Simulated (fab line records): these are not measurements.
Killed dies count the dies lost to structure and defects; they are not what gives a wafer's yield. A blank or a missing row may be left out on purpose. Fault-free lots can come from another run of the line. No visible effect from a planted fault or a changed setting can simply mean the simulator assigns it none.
A single fault, viewed from 2 desks + flow n5-finfet + each desk holds nothing but its own numbers, with what lay behind them at the end

## DESK OF THE TOOL OWNER: ald-metal-04
The tool's own readings at N5_BEOL_M9_ALD_74 (deposits TaN, target thk 2 nm, pulse time 2 s, purge time 3 s): means of the sampled wafers that have a number, for each lot that ran on this tool. Any lot whose mean is over 4 standard deviations away from the usual mean is out of limits and marked OUT; that distance is given in the brackets.
Columns: A = heater-power-w at N5_BEOL_M9_ALD_74, usual 433 W
| lot  | first seen here | A   |
|------|-----------------|-----|
| L294 | day 10 02:45    | 402 |
| L296 | day 10 08:08    | 420 |
| L303 | day 12 01:05    | 443 |
| L305 | day 12 13:42    | 417 |
Finding of this desk: none of the 4 lots has anything out of limits.

## THE DEFECT DESK
What the inspections along the route counted, lot by lot: means of the sampled wafers that have a number. Any lot whose mean is over 4 standard deviations away from the usual mean is out of limits and marked OUT; that distance is given in the brackets.
Columns: A = raw-defect-count at N5_BEOL_M9_INSPECT_58, usual 79
| lot  | first seen here | A   |
|------|-----------------|-----|
| L294 | day 10 04:55    | 84  |
| L296 | day 10 10:44    | 81  |
| L297 | day 10 11:23    | 40  |
| L303 | day 12 02:46    | 76  |
| L305 | day 12 17:01    | 107 |
| L310 | day 13 23:37    | 65  |
| L309 | day 13 23:47    | 100 |
| L308 | day 14 01:17    | 91  |
| L312 | day 14 01:52    | 58  |
| L311 | day 14 10:04    | 73  |
| L316 | day 15 14:33    | 86  |
Finding of this desk: none of the 11 lots has anything out of limits.

## TAKEN TOGETHER
The desk of the tool owner found nothing out of limits.
No out-of-limits result turned up at the defect desk.

## WHAT THE SIMULATOR PUT IN
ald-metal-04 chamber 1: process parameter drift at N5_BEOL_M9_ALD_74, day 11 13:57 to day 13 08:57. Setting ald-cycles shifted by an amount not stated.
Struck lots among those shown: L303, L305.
